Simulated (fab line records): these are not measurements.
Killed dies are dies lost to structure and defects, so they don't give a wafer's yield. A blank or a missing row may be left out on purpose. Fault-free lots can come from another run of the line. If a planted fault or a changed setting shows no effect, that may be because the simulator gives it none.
fab line records | flow n5Finfet
[record] lots = 9 wafers = 27 lastDay = 18
route steps=1938 shown BEOL_M3@933 BEOL_M4@1111 PASSIVATION@1936
lots that met no fault: taken from a fault-free run of the same line
startH: hours from the record's opening day to when the first of the lot's shown wafers began | waitH: hours from the lot's prior step to this one | " identical to the entry in the row above | L1.1+2: a single row standing in for several wafers | - either no value or no given start | * or withheld: withheld | < > ~ a bound
route shown NAME@n: names a module that has steps shown in the file, with the first one's number in the route | usual: mean/standard deviation of fault-free wafers | same: alike in all rows | chamber/n: place in a boat | sites: each site's reading | _std_site: standard deviation of those values | _edge_site: mean of outer sites minus mean of inner sites | radiusMm: how far each site lies from the wafer's centre | mask NAME#n: copy n | behind: tool/chamber where the wafer was last shaped | hold: the reason the lot was held/the length of the hold in hours/how it ended | device: which transistor (n, p or np) failed to switch | end of line: tests of these same wafers at the route's end | step lacking rows: just its recipe | killed: not the wafer's yield, but the dies lost to structure and defects at the first sort | map: a wafer's dies, x killed, . not, _ none there
set.NAME: the setting as run; set.NAME@STEP: as run at that earlier step | model.NAME: the simulator's own value behind a step, which no gauge read
steps of the route over a sample of lots; a table a step, a row a wafer
services: the hour from which a tool's chamber was out of use, counted from the record's first day as startH (under 0 if before that day), plus the number of hours and why
[[steps]]
[step N5_BEOL_M3_PECVD_72]
[recipe] material = SiO2 targetThkA = 160 tempC = 400 precursor = TEOS/O2 pressureTorr = 5.5 rfW = 450 teosFlowSccm = 53.8 gas = O2 flowSccm = 3000 timeS = 18
[usual] heaterPowerW = 652/72 showerheadPlenumPTorr = 8.79/0.048 throttleValvePct = 22.7/1.7
// columns lot.wafer tool chamber startH waitH heaterPowerW showerheadPlenumPTorr throttleValvePct
L345.1 pecvd-04 0 156.32 0.1 756 8.76 21.6
L345.5 " 0 " " 764 8.77 21.7
L345.6 " 2 " " 614 8.74 21.7
L347.2 pecvd-03 0 174.22 0.0 609 8.81 21.0
L347.5 " 1 " " 645 8.81 25.7
L347.6 " 2 " " 700 8.77 20.8
L349.1 pecvd-01 0 184.58 0.0 590 8.75 21.1
L349.2 " 2 " " 521 8.77 23.3
L349.6 " 2 " " 524 8.77 23.5
L350.1 pecvd-01 2 201.16 0.0 568 8.79 23.9
L350.3 " 1 " " 549 8.77 24.1
L350.6 " 0 " " 585 8.78 21.2
L352.1 pecvd-03 2 215.15 0.0 736 8.75 20.7
L352.3 " 0 " " 671 8.79 21.0
L352.5 " 1 " " 685 8.83 25.7
L353.1 pecvd-03 0 217.45 0.0 729 8.78 21.4
L353.2 " 1 " " 662 8.80 25.8
L353.5 " 2 " " 804 8.73 20.7
L356.1 pecvd-03 1 238.20 0.0 644 8.83 25.6
L356.5 " 2 " " 778 8.78 20.9
L356.6 " 0 " " 711 8.81 21.5
L363.1 pecvd-01 1 271.95 0.0 654 8.79 24.0
L363.2 " 0 " " 562 8.77 21.0
L363.4 " 0 " " 582 8.78 21.4
L365.1 pecvd-01 2 281.36 0.0 608 8.77 23.8
L365.2 " 1 " " 617 8.80 24.2
L365.3 " 0 " " 600 8.78 21.5
[step N5_BEOL_M3_HM_DEP_02]
[recipe] material = TiN targetThkA = 200 tempC = 25 chamberPressurePa = 0.49996
[usual] throttleValvePct = 30.1/1.2
// columns lot.wafer tool chamber startH waitH throttleValvePct
L345.1 pvdSputter-01 - 156.90 0.6 30.7
L345.5 " - " " 30.8
L345.6 " - " " 30.1
L347.2 pvdSputter-01 - 174.35 0.1 29.1
L347.5 " - " " 29.3
L347.6 " - " " 27.5
L349.1 pvdSputter-01 - 184.90 0.3 27.9
L349.2 " - " " 30.9
L349.6 " - " " 27.7
L350.1 pvdSputter-02 - 201.98 0.8 28.9
L350.3 " - " " 31.4
L350.6 " - " " 28.9
L352.1 pvdSputter-03 - 215.69 0.5 31.3
L352.3 " - " " 30.2
L352.5 " - " " 30.7
L353.1 pvdSputter-02 - 218.37 0.9 31.5
L353.2 " - " " 29.0
L353.5 " - " " 31.6
L356.1 pvdSputter-01 - 238.94 0.7 29.8
L356.5 " - " " 30.7
L356.6 " - " " 29.9
L363.1 pvdSputter-02 - 273.97 2.0 28.8
L363.2 " - " " 29.5
L363.4 " - " " 31.6
L365.1 pvdSputter-02 - 286.16 4.8 31.5
L365.2 " - " " 28.7
L365.3 " - " " 31.6
[step N5_BEOL_M3_COAT_22]
[recipe] resist = CAR-EUV spinRpm = 1500 resistThkNm = 30
[usual] spinSpeedRpm = 1500.2/1.1
// columns lot.wafer tool chamber startH waitH spinSpeedRpm
L345.1 lithoTrack-02 0 157.89 - 1499.7
L345.5 " 0 " " 1498.9
L345.6 " 0 " " 1498.2
L347.2 lithoTrack-02 0 175.60 - 1499.7
L347.5 " 0 " " 1501.8
L347.6 " 0 " " 1499.7
L349.1 lithoTrack-04 0 186.06 - 1499.0
L349.2 " 0 " " 1501.5
L349.6 " 0 " " 1501.8
L350.1 lithoTrack-04 0 202.96 - 1500.0
L350.3 " 0 " " 1501.5
L350.6 " 0 " " 1500.1
L352.1 lithoTrack-05 0 216.75 - 1501.9
L352.3 " 0 " " 1500.6
L352.5 " 0 " " 1498.8
L353.1 lithoTrack-02 0 219.56 - 1499.4
L353.2 " 0 " " 1500.6
L353.5 " 0 " " 1499.7
L356.1 lithoTrack-04 0 240.19 - 1502.9
L356.5 " 0 " " 1501.0
L356.6 " 0 " " 1501.2
L363.1 lithoTrack-04 0 274.96 - 1164.8
L363.2 " 0 " " 1166.0
L363.4 " 0 " " 1165.3
L365.1 lithoTrack-04 0 287.15 - 1165.6
L365.2 " 0 " " 1165.9
L365.3 " 0 " " 1165.8
[step N5_BEOL_M3_ETCH_77]
[recipe] chemistry = N2/H2 target = underlayer targetDepthA = 65 maskMaterial = CAR-EUV timeS = 5.2 ionEnergyEv = 200 pressureMtorr = 30 sourceW = 840 biasW = 150 n2FlowSccm = 200 h2FlowSccm = 200 ends = cleared
[usual] drypumpMotorCurrentA = 5.55/0.29 etchRfOnTimeS = 5.17/0.081 oesProductAu = 0.65/0.057 rfVppV = 523.4/2.5 showerheadPlenumPTorr = 2.52/0.089 throttleValvePct = 17.83/0.25
// columns lot.wafer tool chamber startH waitH drypumpMotorCurrentA etchRfOnTimeS oesProductAu rfHoursCounterH rfVppV showerheadPlenumPTorr throttleValvePct
L345.1 rieDiel-03 1 158.57 0.0 5.21 5.21 0.67 129 518.5 2.34 17.50
L345.5 " 0 " " 5.58 5.26 0.61 - 523.5 2.52 17.57
L345.6 " 3 " " 5.70 5.27 0.60 - 521.5 2.52 18.18
L347.2 rieDiel-03 2 176.03 0.0 5.30 5.21 0.64 165 522.3 2.54 18.34
L347.5 " 2 " " 5.31 5.22 0.63 - 524.3 2.54 18.35
L347.6 " 3 " " 5.71 5.22 0.61 - 521.8 2.52 18.19
L349.1 rieDiel-03 2 186.61 0.0 5.31 5.25 0.63 169 523.1 2.53 18.33
L349.2 " 1 " " 5.22 5.22 0.67 135 517.1 2.34 17.48
L349.6 " 3 " " 5.70 5.24 0.60 - 524.0 2.52 18.17
L350.1 rieDiel-06 1 203.80 0.0 6.00 5.06 0.76 35 524.5 2.59 17.63
L350.3 " 0 " " 5.49 5.09 0.74 59 525.7 2.58 17.50
L350.6 " 1 " " 5.97 5.04 0.75 - 524.8 2.59 17.66
L352.1 rieDiel-06 1 217.36 0.0 5.98 5.06 0.74 39 524.1 2.59 17.63
L352.3 " 0 " " 5.44 5.04 0.74 63 526.3 2.58 17.51
L352.5 " 3 " " 5.08 5.22 0.61 - 518.8 2.41 17.99
L353.1 rieDiel-03 1 220.12 0.0 5.24 5.15 0.66 144 519.1 2.33 17.54
L353.2 " 2 " " 5.28 5.22 0.64 178 522.3 2.53 18.36
L353.5 " 1 " " 5.22 5.13 0.66 - 518.1 2.33 17.52
L356.1 rieDiel-01 2 240.77 0.0 5.68 5.27 0.60 232 522.3 2.51 18.10
L356.5 " 1 " " 5.59 5.16 0.60 - 527.6 2.62 18.02
L356.6 " 2 " " 5.69 5.21 0.60 - 522.7 2.51 18.12
L363.1 rieDiel-03 1 275.51 0.0 5.22 5.24 0.65 165 521.2 2.32 17.56
L363.2 " 0 " " 5.55 5.26 0.61 231 523.5 2.50 17.64
L363.4 " 0 " " 5.57 5.23 0.61 - 522.0 2.50 17.64
L365.1 rieDiel-01 2 287.70 0.0 5.69 5.25 0.59 246 521.0 2.51 18.14
L365.2 " 3 " " 5.67 5.15 0.62 161 520.2 2.44 17.76
L365.3 " 1 " " 5.59 5.14 0.58 245 525.3 2.62 18.05
[step N5_BEOL_M4_RC_MEAS_101]
[usual] DIBL_N = 35.9/1.3 DIBL_P = 35.9/1.5 IOFF_N = 0.152/0.023 IOFF_P = 0.204/0.027 ION_N = 673/9.2 ION_P = 462/6.7 SS_N = 71.4/0.48 SS_P = 73.2/0.55 VT_N = 250.3/2.6 VT_P = -250.6/3
// columns lot.wafer tool chamber startH waitH DIBL_N[mV/V] DIBL_P[mV/V] IOFF_N[nA/um] IOFF_P[nA/um] ION_N[uA/um] ION_P[uA/um] SS_N[mV/dec] SS_P[mV/dec] VT_N[mV] VT_P[mV]
L345.1 prober-02 0 188.38 0.0 33.8 34.7 0.143 0.199 667 461 71.0 72.4 250.9 -250.0
L345.5 " 0 " " 33.5 34.5 0.133 0.186 672 464 71.5 72.5 250.1 -250.8
L345.6 " 0 " " 33.9 35.1 0.139 0.199 663 464 70.9 72.8 250.9 -250.2
L347.2 prober-01 0 213.20 0.2 36.6 36.6 0.135 0.175 670 456 71.2 72.8 253.0 -253.4
L347.5 " 0 " " 35.3 34.7 0.122 0.159 676 453 70.6 72.6 253.1 -254.0
L347.6 " 0 " " 37.3 38.1 0.162 0.214 685 469 71.8 73.6 251.9 -250.3
L349.1 prober-02 0 230.87 0.0 36.6 35.2 0.144 0.217 665 462 71.6 73.5 252.7 -248.6
L349.2 " 0 " " 37.2 36.9 0.167 0.244 671 464 72.1 74.2 248.3 -249.5
L349.6 " 0 " " 36.1 34.5 0.141 0.198 659 449 71.9 72.5 253.3 -251.8
L350.1 prober-02 0 240.07 0.2 34.9 35.7 0.133 0.189 680 467 71.8 73.1 252.7 -250.8
L350.3 " 0 " " 34.8 33.9 0.126 0.161 670 454 71.0 73.6 253.6 -254.7
L350.6 " 0 " " 34.8 34.9 0.130 0.178 668 462 71.0 72.1 253.5 -252.7
L353.1 prober-02 0 247.96 0.3 38.2 38.8 0.225 0.247 690 467 71.5 74.1 242.7 -248.1
L353.2 " 0 " " 37.6 37.3 0.206 0.217 678 458 71.8 73.2 244.2 -253.5
L353.5 " 0 " " 36.9 36.6 0.182 0.209 682 458 71.3 72.6 246.1 -251.4
L352.1 prober-02 0 267.07 0.0 35.7 35.5 0.134 0.188 669 455 71.1 72.7 249.5 -249.6
L352.3 " 0 " " 35.0 35.2 0.127 0.198 665 460 70.7 72.8 251.2 -248.8
L352.5 " 0 " " 35.9 36.2 0.143 0.209 681 461 71.7 73.8 248.9 -248.1
L356.1 prober-02 0 274.88 0.0 36.3 33.9 0.147 0.227 669 472 71.5 72.4 248.6 -244.2
L356.5 " 0 " " 36.9 34.5 0.148 0.227 678 467 71.1 73.4 251.3 -247.5
L356.6 " 0 " " 38.0 36.4 0.184 0.275 692 477 71.6 73.6 247.6 -243.5
L363.1 prober-02 0 305.47 0.0 36.1 36.0 0.162 0.183 675 454 71.9 73.0 250.0 -253.1
L363.2 " 0 " " 36.2 36.6 0.164 0.187 668 455 72.0 73.8 248.5 -255.2
L363.4 " 0 " " 35.4 35.8 0.149 0.176 669 452 71.4 73.1 250.2 -256.0
L365.1 prober-01 0 331.94 0.0 41.0 40.4 0.248 0.306 686 469 72.2 74.8 245.1 -245.4
L365.2 " 0 " " 37.6 35.8 0.157 0.216 667 459 72.2 73.7 251.9 -252.3
L365.3 " 0 " " 38.4 36.5 0.177 0.238 669 455 71.4 74.4 249.1 -249.1
[step N5_PASSIVATION_PROBE_49]
[usual] defectLimitedYield = 91.0/1.5 killed_at_M0_to_M3 = 37/12 killed_at_M4_up = 13/5 killedAtContacts = 13/6.1 killedAtFrontEnd = 39/11 killedAtOther = 4/3.2 killedDies = 106/17 killedOpen = 69/12 killedShort = 35/7.9 sort_bin_4_leakage = 0.00/0.007 sort_bin_5_function = 5.3/1 sort_bin_6_memory = 3.3/0.68 sortNPass = 1074/17 sortYieldPct = 91.0/1.5
[same] grossDies = 1180 killedAtBackSide = 0 sort_bin_8_speed[%] = 0
// columns lot.wafer tool chamber startH waitH defectLimitedYield[%] killed_at_M0_to_M3 killed_at_M4_up killedAtContacts killedAtFrontEnd killedAtOther killedDies killedOpen killedShort sort_bin_4_leakage[%] sort_bin_5_function[%] sort_bin_6_memory[%] sortNPass sortYieldPct[%]
L350.3 prober-02 - 356.02 0.1 91.4 51 12 16 21 2 102 66 34 0 5.5 2.7 1078 91.4
L356.1 prober-02 - 390.77 0.0 90.2 48 5 12 50 1 116 83 33 0 6.1 3.5 1064 90.2
L356.5 prober-02 - 390.97 0.2 91.3 48 8 9 38 0 103 72 31 0 4.3 4.2 1077 91.3
L356.6 prober-02 - 391.02 0.3 90.3 46 20 17 31 1 115 80 35 0 5.4 4.2 1065 90.3
// killed by level:class
L350.3 BEOL_M0_SAQP:geometricParticle:short=16 MOL_CONTACT_COAG:geometricParticle:open=15 BEOL_M0_SAQP:geometricParticle:open=15 BEOL_M2:geometricParticle:open=9 STI_FIN_REVEAL:geometricParticle:open=5 GATE_CUT:geometricParticle:short=5 BEOL_M3:geometricParticle:open=4 BEOL_M1:geometricParticle:open=3
L356.1 BEOL_M3:geometricParticle:open=19 FIN_SAQP:geometricParticle:open=13 STI_FIN_REVEAL:geometricParticle:open=10 BEOL_M0_SAQP:geometricParticle:open=10 MOL_CONTACT_COAG:geometricParticle:open=9 BEOL_M2:geometricParticle:open=8 FIN_SAQP:geometricParticle:short=7 BEOL_M0_SAQP:geometricParticle:short=5
L356.5 BEOL_M2:geometricParticle:open=15 BEOL_M3:geometricParticle:open=15 FIN_SAQP:geometricParticle:open=11 BEOL_M0_SAQP:geometricParticle:short=9 MOL_CONTACT_COAG:geometricParticle:open=8 FIN_SAQP:geometricParticle:short=5 BEOL_M5:geometricParticle:open=5 STI_FIN_REVEAL:geometricParticle:short=4
L356.6 MOL_CONTACT_COAG:geometricParticle:open=13 BEOL_M0_SAQP:geometricParticle:open=13 FIN_SAQP:geometricParticle:open=10 BEOL_M0_SAQP:geometricParticle:short=10 BEOL_M4:geometricParticle:open=9 BEOL_M2:geometricParticle:open=8 BEOL_M3:geometricParticle:open=6 MOL_CONTACT_COAG:geometricParticle:short=4
[[services]]
// columns tool chamber startH hours kind
rieDiel-01 0 135.30 1.6 repair
pecvd-01 - 142.35 0.8 repair
rieDiel-06 2 146.56 6.0 repair
rieDiel-03 2 152.31 9.3 repair
pecvd-03 1 158.04 5.5 scheduledDown
pecvd-03 0 163.50 2.1 scheduledDown
lithoTrack-02 - 164.78 - consumableReplace:filter
rieDiel-03 1 174.66 6.3 repair
lithoTrack-02 - 183.85 - consumableReplace:filter
pvdSputter-03 - 186.76 4.3 repair
pecvd-04 - 198.44 0.5 repair
rieDiel-01 0 210.39 10.2 repair
pecvd-04 2 216.90 6.0 repair
rieDiel-03 2 241.27 5.7 repair
rieDiel-03 3 244.60 9.1 repair
pecvd-04 0 256.22 2.1 scheduledDown
rieDiel-06 2 269.26 3.9 repair
pecvd-01 - 273.03 1.2 repair
rieDiel-03 3 274.20 - clean
rieDiel-03 3 274.20 - consumableReplace:focusRing
rieDiel-03 3 274.20 15.2 scheduledDown
rieDiel-03 3 274.20 15.2 ventCycle
rieDiel-01 0 275.92 17.7 repair
pecvd-03 0 279.12 5.2 repair
[[key]]
[firstSign] step = N5_BEOL_M3_COAT_22 reading = spinSpeedRpm direction = down sigmas = 99+ usual = * struck = *
effect none on later readings
metAt N5_BEOL_M3_COAT_22
struckLots L363,L365
notActingAt N5_BEOL_M3_PECVD_72,N5_BEOL_M3_HM_DEP_02,N5_BEOL_M3_ETCH_77
onsetBetween 240.19 274.96
[fault] kind = processParameterDrift tool = lithoTrack-04 chamber = - onsetH = 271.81 steps = N5_BEOL_M3_COAT_22 channel = spinRpm offset = * shape = step endH = 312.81 actsIn = * stated = *
